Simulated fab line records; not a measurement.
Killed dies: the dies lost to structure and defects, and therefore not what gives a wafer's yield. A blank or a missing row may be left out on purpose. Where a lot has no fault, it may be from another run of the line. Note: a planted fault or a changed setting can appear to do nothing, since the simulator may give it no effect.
fab line records | flow n5Finfet
record lots=5 | wafers=15 | lastDay=17
route steps=1938 shown SD_EPI_N@269 SD_EPI_P@295 BEOL_M4@1111 PASSIVATION@1936
lots that met no fault: from a run of the same line without faults
startH: hours from the record's first day to the start of the lot's first wafer shown | waitH: hours elapsed since this lot's preceding step | " same as the row above | L1.1+2: a row that stands for several wafers | - no value, or no start given | * or withheld: withheld | < > ~ a bound
route shown NAME@n: NAME is a module with steps in the file, n the number in the route of the first one | usual: average and standard deviation across the fault-free wafers | same: alike in all rows | chamber/n: place in a boat | sites: readings site by site | _std_site: their standard deviation | _edge_site: the outer-site mean with the inner-site mean subtracted | radiusMm: how far each site lies from the wafer's centre | mask NAME#n: copy n | behind: the tool/chamber that last shaped the wafer | hold: what put the lot on hold/how long, in hours/how the hold closed | device: the transistor (n, p or np) that didn't switch | end of line: at the end of the route, the tests of the same wafers | step lacking rows: just its recipe | killed: not the wafer's yield, but the dies lost to structure and defects at the first sort | map: a wafer's dies, marking killed ones x, the rest . and places with no die _
set.NAME: the setting the step ran with; set.NAME@STEP: the setting that earlier step ran with | model.NAME: the simulator's own value behind a step, which no gauge read
lots at selected steps of the route; one table per step, one row per wafer
services: the hour from which a tool's chamber was out of use, counted from the record's first day as startH (under 0 if before that day), plus the number of hours and why
## steps
# step N5_SD_EPI_N_DEVELOP_08
# recipe developTimeS=30 | developer=TMAH | resist=CAR-ArF-block | devTempC=23 | rinseLiquid=diw | dry=airSpin
# step N5_SD_EPI_N_DESCUM_14
# recipe chemistry=O2 | timeS=7.9 | sourcePowerW=50 | biasPowerW=20 | pressureMtorr=20 | rfFrequencyHz=2.712e+07 | tempC=40 | resist=CAR-ArF-block | o2FlowSccm=225
# step N5_SD_EPI_N_ETCH_34
# recipe chemistry=CF4 | target=SiARC | targetDepthA=455 | maskMaterial=CAR-ArF-block | timeS=75.8 | ionEnergyEv=80 | pressureMtorr=40 | sourceW=545 | biasW=36 | Ar_flow_sccm=100 | cf4FlowSccm=100 | ends=cleared
# step N5_SD_EPI_N_ETCH_35
# recipe chemistry=N2/H2 | target=SOC | overetchA=1080 | maskMaterial=SiARC | tempC=40 | ionEnergyEv=100 | sourceW=3000 | biasW=133 | pressureMtorr=20 | timeS=486 | n2FlowSccm=200 | h2FlowSccm=200
# step N5_SD_EPI_N_STRIP_36
# recipe chemistry=N2/H2 | tempC=40 | n2FlowSccm=200 | h2FlowSccm=200 | rfFrequencyHz=6e+07
# step N5_SD_EPI_N_ETCHBACK_44
# recipe chemistry=CH3F/O2 | mode=anisotropicEtchback | target=SiNx | targetDepthA=145 | stopOn=SiO2 | overEtchFrac=0.3 | ionEnergyEv=120 | pressureMtorr=30 | sourceW=395 | biasW=73 | Ar_flow_sccm=150 | CH3F_flow_sccm=30 | O2_flow_sccm=20
# step N5_SD_EPI_N_ETCH_45
# recipe chemistry=CH3F/O2 | target=SiOCN | targetDepthA=60 | maskMaterial=SOC | ionEnergyEv=60 | biasW=29 | pressureMtorr=15 | sourceW=410 | Ar_flow_sccm=150 | CH3F_flow_sccm=30 | O2_flow_sccm=20
# step N5_SD_EPI_N_ETCH_16
# recipe chemistry=CHF3/O2 | target=SiO2 | targetDepthA=50 | maskMaterial=SOC | pressureMtorr=30 | sourceW=650 | biasW=170 | Ar_flow_sccm=200 | CHF3_flow_sccm=50 | O2_flow_sccm=5 | ionEnergyEv=200
# step N5_SD_EPI_N_STRIP_47
# recipe chemistry=CHF3/O2 | resist=SiARC | rfFrequencyHz=6e+07
# step N5_SD_EPI_N_SD_RECESS_17
# recipe chemistry=HBr/Cl2/O2 | targetDepthA=410 | maskMaterial=SOC | timeS=23.7 | btTimeS=3 | pressureMtorr=10 | icpW=800 | biasW=112 | HBr_flow_sccm=150 | Cl2_flow_sccm=80 | O2_flow_sccm=12
# usual drypumpMotorCurrentA=5.5/0.4 | oesProductAu=1.005/0.018 | throttleValvePct=37.1/0.34
lot.wafer | tool     | chamber | startH | waitH | drypumpMotorCurrentA | oesProductAu | rfHoursCounterH | throttleValvePct | model.etch.depthNm | model.SD_EPI_N.featureDepthNm | model.Si_of_WELL_APT_EPI_41.thkNm
L505.2    | rieSi-04 | 3       | 93.04  | 0.0   | 5.7                  | 1.012        | 71              | 37.2             | 40.98              | 41                            | 8.4
L505.3    | "        | 2       | "      | "     | 6.4                  | 0.986        | 51              | 36.8             | 40.63              | 40.6                          | 8.2
L505.6    | "        | 1       | "      | "     | 5.0                  | 1.020        | -               | 37.4             | 41.41              | 41.4                          | 7.8
L511.2    | rieSi-02 | 3       | 128.59 | 0.0   | 5.5                  | 0.977        | 65              | 37.6             | 39.38              | 39.4                          | 10
L511.3    | "        | 1       | "      | "     | 5.5                  | 1.014        | 105             | 37.3             | 41.67              | 41.6                          | 7.6
L511.5    | "        | 3       | "      | "     | 5.5                  | 0.975        | -               | 37.6             | 39.6               | 39.6                          | 9.6
L515.2    | rieSi-04 | 2       | 153.90 | 0.0   | 6.4                  | 0.981        | 53              | 36.8             | 46.65              | 46.6                          | 4.4
L515.4    | "        | 1       | "      | "     | 5.1                  | 1.019        | -               | 37.4             | 47.5               | 47.4                          | 4.2
L515.5    | "        | 2       | "      | "     | 6.4                  | 0.979        | -               | 36.8             | 40.63              | 40.6                          | 9.2
L517.1    | rieSi-04 | 2       | 165.83 | 0.0   | 6.4                  | 0.981        | 53              | 36.8             | 40.41              | 40.4                          | 9.4
L517.4    | "        | 0       | "      | "     | 5.4                  | 1.043        | 127             | 37.3             | 48.68              | 48.6                          | 4.4
L517.6    | "        | 3       | "      | "     | 5.7                  | 0.988        | -               | 37.2             | 40.73              | 40.8                          | 8.8
L518.2    | rieSi-04 | 1       | 170.84 | 0.0   | 5.1                  | 1.025        | 37              | 37.4             | 47.74              | 47.8                          | 4.2
L518.3    | "        | 3       | "      | "     | 5.7                  | 1.005        | 73              | 37.2             | 47.45              | 47.4                          | 4.2
L518.6    | "        | 0       | "      | "     | 5.4                  | 1.048        | -               | 37.3             | 42.75              | 42.8                          | 5.6
# step N5_SD_EPI_N_STRIP_38
# recipe chemistry=N2/H2 | powerW=1000 | tempC=250 | h2Frac=0.65 | overashFraction=0.3 | pressureMtorr=withheld | n2FlowSccm=1750 | h2FlowSccm=3250
# step N5_SD_EPI_N_WET_ETCH_43
# recipe chemistry=dHF | dilution=withheld | timeS=14 | target=SiO2 | targetDepthA=15 | tempC=25
# step N5_SD_EPI_N_STRIP_18
# recipe chemistry=SPM | timeS=750 | tempC=130 | h2so4H2o2VolRatio=4
lot.wafer | tool        | chamber | startH | waitH | model.Si_of_WELL_APT_EPI_41.thkNm
L505.2    | wetBench-03 | 6       | 93.23  | 0.0   | 8.2
L505.3    | "           | 0       | "      | "     | 7.8
L505.6    | "           | 1       | "      | "     | 7.4
L511.2    | wetBench-03 | 1       | 128.78 | 0.0   | 9.6
L511.3    | "           | 6       | "      | "     | 7.2
L511.5    | "           | 7       | "      | "     | 9.2
L515.2+4  | wetBench-02 | 3,5     | 154.09 | 0.0   | 4
L515.5    | "           | 6       | "      | "     | 8.8
L517.1    | wetBench-02 | 4       | 166.01 | 0.0   | 9
L517.4    | "           | 2       | "      | "     | 4
L517.6    | "           | 1       | "      | "     | 8.4
L518.2    | wetBench-05 | 1       | 171.03 | 0.0   | 3.8
L518.3    | "           | 3       | "      | "     | 4
L518.6    | "           | 6       | "      | "     | 5.4
# step N5_SD_EPI_N_SRD_20
# recipe dry=ipaMarangoni | doPpb=5 | timeS=30 | tempC=23 | rinseLiquid=diw
# step N5_SD_EPI_N_PRECLEAN_48
# recipe chemistry=NF3:NH3 | afsCycles=2 | tempC=30 | timeS=20 | sublimationTempC=180 | sublimationTimeS=60 | pressureTorr=3 | rfPowerW=30
# step N5_SD_EPI_N_VAPOR_ETCH_50
# recipe chemistry=HCl | target=Si | tempC=775 | timeS=54 | pressureTorr=20 | mode=isotropic
# step N5_SD_EPI_N_EPI_21
# recipe material=Si:P | dopant=P | tempC=680 | pressureTorr=255 | timeS=690
# step N5_SD_EPI_N_PRECLEAN_24
# recipe chemistry=O3/DIW | timeS=60 | tempC=22 | o3Ppm=10
# step N5_SD_EPI_N_SRD_25
# recipe timeS=30 | tempC=23 | rinseLiquid=diw | dry=ipaMarangoni
# step N5_SD_EPI_N_PRECLEAN_49
# recipe chemistry=NF3:NH3 | afsCycles=1 | tempC=30 | timeS=20 | sublimationTempC=180 | sublimationTimeS=60 | pressureTorr=3 | rfPowerW=30
# step N5_SD_EPI_N_LINER_46
# recipe material=SiNx | targetThkA=30 | tempC=400 | aldPrecursorFamily=SiH2I2 | aldCoReactant=N2/H2-plasma | pressureTorr=2
# step N5_SD_EPI_P_COAT_34
# recipe resist=SOC | tempC=250 | timeS=60 | spinRpm=1500 | resistThkNm=350
# step N5_SD_EPI_P_COAT_35
# recipe resist=SiARC | tempC=220 | timeS=60 | spinRpm=1500 | resistThkNm=35
# step N5_SD_EPI_P_COAT_03
# recipe resist=CAR-ArF-block | spinRpm=1500 | resistThkNm=150
# step N5_SD_EPI_P_EBR_05
# recipe solvent=PGMEA | ebrWidthMm=1.5
# step N5_SD_EPI_P_SOFTBAKE_04
# recipe tempC=110 | timeS=60 | resist=CAR-ArF-block
# step N5_SD_EPI_P_EXPOSE_06
# recipe maskId=SD_P_BLK | na=1.35 | sourceShape=conventional | sigmaOuter=0.8 | polarization=unpolarized | targetCdNm=240 | doseMj=39.5
# step N5_SD_EPI_P_PEB_07
# recipe pebTempC=110 | pebTimeS=60 | resist=CAR-ArF-block
# step N5_SD_EPI_P_DEVELOP_08
# recipe developTimeS=30 | developer=TMAH | resist=CAR-ArF-block | devTempC=23 | rinseLiquid=diw | dry=airSpin
# step N5_SD_EPI_P_DESCUM_14
# recipe chemistry=O2 | timeS=7.9 | sourcePowerW=50 | biasPowerW=20 | pressureMtorr=20 | rfFrequencyHz=2.712e+07 | tempC=40 | resist=CAR-ArF-block | o2FlowSccm=225
# step N5_SD_EPI_P_ETCH_36
# recipe chemistry=CF4 | target=SiARC | targetDepthA=455 | maskMaterial=CAR-ArF-block | timeS=75.8 | ionEnergyEv=80 | pressureMtorr=40 | sourceW=545 | biasW=36 | Ar_flow_sccm=100 | cf4FlowSccm=100 | ends=cleared
# step N5_SD_EPI_P_ETCH_37
# recipe chemistry=N2/H2 | target=SOC | overetchA=1080 | maskMaterial=SiARC | tempC=40 | ionEnergyEv=100 | sourceW=3000 | biasW=133 | pressureMtorr=20 | timeS=486 | n2FlowSccm=200 | h2FlowSccm=200 | ends=endPoint
# step N5_SD_EPI_P_STRIP_38
# recipe chemistry=N2/H2 | tempC=40 | n2FlowSccm=200 | h2FlowSccm=200 | rfFrequencyHz=6e+07
# step N5_SD_EPI_P_ETCHBACK_46
# recipe chemistry=CH3F/O2 | mode=anisotropicEtchback | target=SiNx | targetDepthA=175 | stopOn=SiO2 | overEtchFrac=0.3 | ionEnergyEv=120 | pressureMtorr=30 | sourceW=395 | biasW=73 | Ar_flow_sccm=150 | CH3F_flow_sccm=30 | O2_flow_sccm=20
# step N5_BEOL_M4_RC_MEAS_101
# usual CJ_N=4.34/0.1 | DIBL_N=36.2/2 | DIBL_P=36.1/2.4 | IOFF_N=0.16/0.035 | IOFF_N_85C=3.1/0.58 | IOFF_P=0.22/0.041 | ION_N=675/14 | ION_P=465/8.6 | SS_N=71.5/0.64 | SS_P=73.2/0.76 | VT_N=250/3.9 | VT_P=-249/3.4
lot.wafer | tool      | chamber | startH | waitH | CJ_N | DIBL_N[mV/V] | DIBL_P[mV/V] | IOFF_N[nA/um] | IOFF_N_85C[nA/um] | IOFF_P[nA/um] | ION_N[uA/um] | ION_P[uA/um] | SS_N[mV/dec] | SS_P[mV/dec] | VT_N[mV] | VT_P[mV]
L505.2    | prober-01 | 0       | 225.86 | 0.2   | 4.32 | 36.4         | 36.7         | 0.16          | 3.2               | 0.25          | 674          | 471          | 71.6         | 73.3         | 246      | -244
L505.3    | "         | 0       | "      | "     | 4.29 | 36.0         | 36.4         | 0.15          | 3.0               | 0.26          | 670          | 471          | 71.7         | 72.5         | 249      | -245
L505.6    | "         | 0       | "      | "     | 4.37 | 37.1         | 37.3         | 0.17          | 3.4               | 0.26          | 676          | 473          | 71.8         | 72.7         | 249      | -244
L511.2    | prober-01 | 0       | 256.02 | 0.2   | 4.21 | 36.8         | 37.7         | 0.16          | 3.2               | 0.23          | 687          | 467          | 72.1         | 73.8         | 248      | -248
L511.3    | "         | 0       | "      | "     | 4.45 | 40.6         | 41.0         | 0.24          | 4.4               | 0.29          | 693          | 469          | 72.9         | 73.8         | 243      | -247
L511.5    | "         | 0       | "      | "     | 4.25 | 39.8         | 40.7         | 0.21          | 3.9               | 0.27          | 682          | 468          | 72.6         | 74.4         | 248      | -247
L515.2    | prober-02 | 0       | 272.44 | 0.2   | 4.79 | 43.6         | 35.5         | 0.49          | 7.8               | 0.19          | 684          | 455          | 79.9         | 73.3         | 249      | -254
L515.4    | "         | 0       | "      | "     | 4.82 | 47.7         | 36.9         | 1.17          | 16.2              | 0.23          | 701          | 469          | 88.0         | 73.4         | 243      | -247
L515.5    | "         | 0       | "      | "     | 4.34 | 35.0         | 33.8         | 0.13          | 2.6               | 0.18          | 679          | 471          | 70.1         | 73.1         | 254      | -251
L517.1    | prober-02 | 0       | 293.08 | 0.0   | 4.31 | 37.7         | 38.8         | 0.20          | 3.7               | 0.26          | 680          | 471          | 71.8         | 73.9         | 249      | -249
L517.4    | "         | 0       | "      | "     | 4.95 | 45.7         | 37.5         | 0.81          | 12.3              | 0.22          | 701          | 469          | 84.0         | 73.9         | 248      | -250
L517.6    | "         | 0       | "      | "     | 4.37 | 34.9         | 35.0         | 0.14          | 2.7               | 0.18          | 665          | 457          | 71.4         | 73.3         | 254      | -252
L518.2    | prober-02 | 0       | 297.49 | 0.2   | 4.83 | 45.5         | 36.9         | 0.76          | 11.9              | 0.25          | 707          | 469          | 81.1         | 74.3         | 243      | -247
L518.3    | "         | 0       | "      | "     | 4.90 | 37.7         | 28.9         | 0.23          | 4.3               | 0.14          | 672          | 455          | 76.6         | 71.8         | 258      | -254
L518.6    | "         | 0       | "      | "     | 4.59 | 36.7         | 33.0         | 0.15          | 3.0               | 0.19          | 660          | 458          | 71.9         | 72.6         | 251      | -251
# step N5_PASSIVATION_PROBE_49
# usual defectLimitedYield=91.1/1.4 | killed_at_M0_to_M3=36/9.9 | killed_at_M4_up=13/5.8 | killedAtContacts=14/5.9 | killedAtFrontEnd=39/11 | killedAtOther=3.4/2.9 | killedDies=105/17 | killedOpen=70/13 | killedShort=34/7.3 | sort_bin_4_leakage=0.00/0.0072 | sort_bin_5_function=5.3/1 | sort_bin_6_memory=3.3/0.62 | sortNPass=1075/17 | sortYieldPct=91.1/1.4
# same grossDies=1180 | killedAtBackSide=0 | sort_bin_8_speed[%]=0
lot.wafer | tool      | chamber | startH | waitH | defectLimitedYield[%] | killed_at_M0_to_M3 | killed_at_M4_up | killedAtContacts | killedAtFrontEnd | killedAtOther | killedDies | killedOpen | killedShort | sort_bin_4_leakage[%] | sort_bin_5_function[%] | sort_bin_6_memory[%] | sortNPass | sortYieldPct[%]
L505.2    | prober-02 | -       | 327.89 | 0.1   | 91.9                  | 47                 | 6               | 10               | 30               | 2             | 95         | 61         | 34          | 0                     | 4.7                    | 3.1                  | 1085      | 91.9
L505.3    | prober-02 | -       | 327.94 | 0.1   | 91.7                  | 45                 | 9               | 9                | 33               | 2             | 98         | 63         | 35          | 0                     | 4.2                    | 3.8                  | 1082      | 91.7
L505.6    | prober-02 | -       | 328.09 | 0.3   | 91.5                  | 44                 | 13              | 5                | 37               | 1             | 100        | 67         | 32          | 0                     | 5.3                    | 3.2                  | 1080      | 91.5
L511.2    | prober-02 | -       | 353.28 | 0.1   | 90.0                  | 55                 | 5               | 17               | 38               | 3             | 118        | 78         | 38          | 0                     | 5.5                    | 4.3                  | 1062      | 90.0
L511.3    | prober-02 | -       | 353.33 | 0.2   | 90.2                  | 46                 | 17              | 16               | 37               | 0             | 116        | 79         | 36          | 0                     | 6.5                    | 3.0                  | 1064      | 90.2
L511.5    | prober-02 | -       | 353.43 | 0.3   | 90.4                  | 38                 | 17              | 23               | 34               | 1             | 113        | 70         | 41          | 0                     | 5.4                    | 4.1                  | 1067      | 90.4
L515.2    | prober-02 | -       | 385.75 | 0.1   | 89.5                  | 32                 | 18              | 12               | 48               | 14            | 124        | 81         | 40          | 48.31                 | 6.5                    | 3.6                  | 486       | 41.2
L515.4    | prober-02 | -       | 385.85 | 0.2   | 91.2                  | 25                 | 16              | 19               | 37               | 7             | 104        | 80         | 23          | 91.19                 | 5.2                    | 3.5                  | 0         | 0
L515.5    | prober-02 | -       | 385.90 | 0.2   | 91.6                  | 23                 | 14              | 13               | 42               | 7             | 99         | 63         | 29          | 0                     | 4.7                    | 3.3                  | 1081      | 91.6
L517.1    | prober-01 | -       | 399.38 | 0.0   | 88.6                  | 52                 | 20              | 16               | 47               | 0             | 135        | 91         | 41          | 0                     | 7.3                    | 3.5                  | 1045      | 88.6
L517.4    | prober-01 | -       | 399.53 | 0.2   | 87.5                  | 55                 | 20              | 9                | 45               | 19            | 148        | 89         | 49          | 87.37                 | 6.5                    | 4.9                  | 1         | 0.1
L517.6    | prober-01 | -       | 399.63 | 0.3   | 89.9                  | 31                 | 19              | 25               | 40               | 4             | 119        | 87         | 31          | 0                     | 6.5                    | 3.2                  | 1061      | 89.9
L518.2    | prober-01 | -       | 411.06 | 0.1   | 91.5                  | 33                 | 24              | 15               | 26               | 2             | 100        | 68         | 31          | 91.27                 | 4.9                    | 3.5                  | 3         | 0.3
L518.3    | prober-01 | -       | 411.11 | 0.1   | 91.0                  | 24                 | 24              | 10               | 47               | 1             | 106        | 72         | 32          | 0                     | 5.7                    | 3.1                  | 1074      | 91.0
L518.6    | prober-01 | -       | 411.26 | 0.3   | 92.5                  | 19                 | 12              | 15               | 39               | 4             | 89         | 56         | 33          | 0                     | 4.1                    | 3.1                  | 1091      | 92.5
# killed by level:class
L505.2 BEOL_M0_SAQP:geometricParticle:open=13 BEOL_M0_SAQP:geometricParticle:short=12 BEOL_M3:geometricParticle:open=9 STI_FIN_REVEAL:geometricParticle:open=8 MOL_CONTACT_COAG:geometricParticle:open=7 FIN_SAQP:geometricParticle:short=4 ILD0:geometricParticle:open=4 BEOL_M1:geometricParticle:open=4
L505.3 BEOL_M2:geometricParticle:open=10 FIN_SAQP:geometricParticle:short=9 BEOL_M1:geometricParticle:open=9 BEOL_M0_SAQP:geometricParticle:short=8 MOL_CONTACT_COAG:geometricParticle:open=8 BEOL_M0_SAQP:geometricParticle:open=8 STI_FIN_REVEAL:geometricParticle:open=6 BEOL_M2:geometricParticle:short=5
L505.6 BEOL_M1:geometricParticle:open=11 STI_FIN_REVEAL:geometricParticle:open=10 BEOL_M0_SAQP:geometricParticle:short=9 BEOL_M0_SAQP:geometricParticle:open=9 BEOL_M2:geometricParticle:open=7 STARTING-WAFER:geometricParticle:short=6 BEOL_M4:geometricParticle:open=5 DUMMY_GATE:geometricParticle:open=4
L511.2 BEOL_M3:geometricParticle:open=13 FIN_SAQP:geometricParticle:open=11 BEOL_M1:geometricParticle:open=11 FIN_SAQP:geometricParticle:short=10 MOL_CONTACT_COAG:geometricParticle:open=10 MOL_CONTACT_COAG:geometricParticle:short=7 BEOL_M0_SAQP:geometricParticle:open=7 BEOL_M0_SAQP:geometricParticle:short=7
L511.3 MOL_CONTACT_COAG:geometricParticle:open=14 BEOL_M0_SAQP:geometricParticle:open=13 FIN_SAQP:geometricParticle:open=10 BEOL_M0_SAQP:geometricParticle:short=7 BEOL_M2:geometricParticle:open=6 BEOL_M3:geometricParticle:open=6 FIN_SAQP:geometricParticle:short=5 STI_FIN_REVEAL:geometricParticle:open=5
L511.5 MOL_CONTACT_COAG:geometricParticle:open=16 BEOL_M0_SAQP:geometricParticle:short=11 FIN_SAQP:geometricParticle:open=9 MOL_CONTACT_COAG:geometricParticle:short=7 BEOL_M0:geometricParticle:open=7 BEOL_M1:geometricParticle:open=6 FIN_SAQP:geometricParticle:short=5 BEOL_M2:geometricParticle:open=5
L515.2 STI_FIN_REVEAL:geometricParticle:open=20 BEOL_M2:geometricParticle:open=12 MOL_CONTACT_COAG:geometricParticle:short=6 MOL_CONTACT_COAG:geometricParticle:open=6 BEOL_M4:geometricParticle:open=6 FIN_SAQP:geometricParticle:open=5 BEOL_M8:geometricParticle:open=5 BEOL_M0_SAQP:geometricParticle:short=5
L515.4 STI_FIN_REVEAL:geometricParticle:open=19 BEOL_M0_SAQP:geometricParticle:open=16 MOL_CONTACT_COAG:geometricParticle:open=14 BEOL_M4:geometricParticle:open=7 FIN_SAQP:geometricParticle:open=6 MOL_CONTACT_COAG:geometricParticle:short=5 BEOL_M0_SAQP:geometricParticle:short=5 PASS1_CAP:geometricParticle:open=3
L515.5 STI_FIN_REVEAL:geometricParticle:open=19 MOL_CONTACT_COAG:geometricParticle:open=12 BEOL_M0_SAQP:geometricParticle:short=9 BEOL_M0_SAQP:geometricParticle:open=7 STI_FIN_REVEAL:geometricParticle:short=5 FIN_SAQP:geometricParticle:open=4 FIN_SAQP:geometricParticle:short=4 BEOL_M3:geometricParticle:open=4
L517.1 BEOL_M2:geometricParticle:open=17 FIN_SAQP:geometricParticle:open=15 BEOL_M4:geometricParticle:open=14 MOL_CONTACT_COAG:geometricParticle:open=12 BEOL_M2:geometricParticle:short=10 FIN_SAQP:geometricParticle:short=9 BEOL_M3:geometricParticle:open=8 BEOL_M0_SAQP:geometricParticle:short=6
L517.4 BEOL_M2:geometricParticle:open=17 BEOL_M4:geometricParticle:open=13 HKMG_FIN:areaEtch=9 BEOL_M0_SAQP:geometricParticle:open=8 FIN_SAQP:geometricParticle:open=7 FIN_SAQP:geometricParticle:short=7 STI_FIN_REVEAL:geometricParticle:open=7 BEOL_M0_SAQP:geometricParticle:short=7
L517.6 MOL_CONTACT_COAG:geometricParticle:open=17 FIN_SAQP:geometricParticle:open=15 BEOL_M2:geometricParticle:open=10 DUMMY_GATE:geometricParticle:open=8 MOL_CONTACT_COAG:geometricParticle:short=8 BEOL_M4:geometricParticle:open=7 BEOL_M2:geometricParticle:short=6 BEOL_M0_SAQP:geometricParticle:open=5
L518.2 MOL_CONTACT_COAG:geometricParticle:open=12 BEOL_M3:geometricParticle:open=10 BEOL_M4:geometricParticle:open=10 STI_FIN_REVEAL:geometricParticle:open=6 DUMMY_GATE:geometricParticle:open=6 FIN_SAQP:geometricParticle:short=5 BEOL_M0_SAQP:geometricParticle:open=5 BEOL_M0_SAQP:geometricParticle:short=5
L518.3 FIN_SAQP:geometricParticle:short=11 STI_FIN_REVEAL:geometricParticle:open=11 BEOL_M4:geometricParticle:open=11 DUMMY_GATE:geometricParticle:open=10 MOL_CONTACT_COAG:geometricParticle:open=9 BEOL_M2:geometricParticle:open=7 BEOL_M3:geometricParticle:open=7 BEOL_M0_SAQP:geometricParticle:short=4
L518.6 STI_FIN_REVEAL:geometricParticle:open=12 MOL_CONTACT_COAG:geometricParticle:open=9 BEOL_M2:geometricParticle:open=7 MOL_CONTACT_COAG:geometricParticle:short=6 FIN_SAQP:geometricParticle:short=5 DUMMY_GATE:geometricParticle:open=5 BEOL_M4:geometricParticle:open=5 FIN_SAQP:geometricParticle:open=4
# map L515.2 (x killed, . not)
_________________..xxx.......________________
______________.................._____________
___________......x...x.............__________
__________.....x...................._________
________.........x....x......x..x...x._______
_______..................x.............______
______......x.....x...x...x............._____
_____.............................x......____
____....................x...x..x..x.xx....___
___..............x....x....x...............__
___x.xx.........x..x.........x...x.........__
__.....x...........................x.....x.._
__x............x....x..x....x..............._
_.......................x..........x........x
_....x..x.......xx...........................
_.................................x..........
_...x...xx................x..................
_.....x...........x..............x...........
_........................x.........x.........
_x...x.......................x...............
_...............x..x.............x....xx.x...
__x............xx.x.x.x...x..........x.x...._
__...............xx..............x.x..x....._
___...............x.....x.......x.......xxx__
___x....x.............................x....__
____.............x..x....xx.....x.........___
_____.......x....x......x..x.........x...____
______..xx.x..x..x.................x.x.._____
_______......x.........x.x.............______
________..x.x...x.xx..x..............._______
__________.........x........xx.....x_________
___________........................__________
______________..x.....x......x.._____________
_________________....x.......________________
# map L517.4 (x killed, . not)
_________________x........x..________________
______________xxx....x.x........_____________
___________........x........x.x....__________
__________.........................._________
________....x....x.......x............_______
_______................x...........x...______
______..x..x............................_____
_____.xx........x.................x......____
____x........................x..........xx___
___......x.x...................x.x.......x.__
___.............x..........................__
__xx...................x...x.............xx._
__....x.....x...........x..................x_
_.x..x....xx.......x..xx...........x...x.....
_..x...............x..........x..............
_....x...........x..x........x....x..........
_...........x.x.x........x......x.x.x...xxx..
_....x...x.....x.............x....x..x.x.x...
_...................x...........x.........x.x
_......x..x..x..........x......x.x.........x.
_....x.....x...............................x.
__......x.....x....xx..x.......x........x.x._
__.......................x.........x........_
___........x....x............x...x..x......__
___..........x........x...................x__
____.......x......xx.....x.....x.x......xx___
_____x..x....xx.x..x.......x...x........x____
______...x........x.........x........x.._____
_______xx..............x..x....xx......______
________....x..........x..x..........._______
__________........x...........xx.x.._________
___________.........x..............__________
______________....x............._____________
_________________..xx....xx..________________
## services
tool        | chamber | startH | hours | kind
wetBench-05 | -       | 110.16 | 1.9   | pm
rieSi-04    | 0       | 127.15 | 36.9  | repair
rieSi-02    | -       | 135.14 | 2.8   | pm
rieSi-02    | -       | 168.12 | 28.1  | pm
## key
firstSign step=N5_BEOL_M4_RC_MEAS_101 | reading=SS_N | direction=up | sigmas=16 | usual=71.5 | struck=81.9
effect step=N5_BEOL_M4_RC_MEAS_101 | reading=IOFF_N | direction=up | sigmas=15 | usual=0.16 | struck=0.69
effect step=N5_BEOL_M4_RC_MEAS_101 | reading=IOFF_N_85C | direction=up | sigmas=13 | usual=3.1 | struck=10.5
effect step=N5_BEOL_M4_RC_MEAS_101 | reading=CJ_N | direction=up | sigmas=5 | usual=4.34 | struck=4.86
effect step=N5_BEOL_M4_RC_MEAS_101 | reading=DIBL_N | direction=up | sigmas=4 | usual=36.2 | struck=44.0
effect step=N5_PASSIVATION_PROBE_49 | reading=sort_bin_4_leakage | direction=up | sigmas=99+ | usual=0.00 | struck=63.63 | wafersMoved=4
modelEffect step=N5_SD_EPI_N_SD_RECESS_17 | value=etch.depthNm | without=41.37 | struck=47.6
modelEffect step=N5_SD_EPI_N_STRIP_18 | value=Si_of_WELL_APT_EPI_41.thkNm | without=7.68 | struck=3.96
metAt N5_SD_EPI_N_SD_RECESS_17
struckWafers L515.2,L515.4,L517.4,L518.2,L518.3
onsetBetween 93.04 153.90
fault kind=processParameterDrift | tool=rieSi-04 | chamber=- | onsetH=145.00 | steps=N5_SD_EPI_N_SD_RECESS_17 | channel=timeS | offset=* | shape=step | endH=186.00 | scope=struckWafersOnly | actsIn=* | stated=*
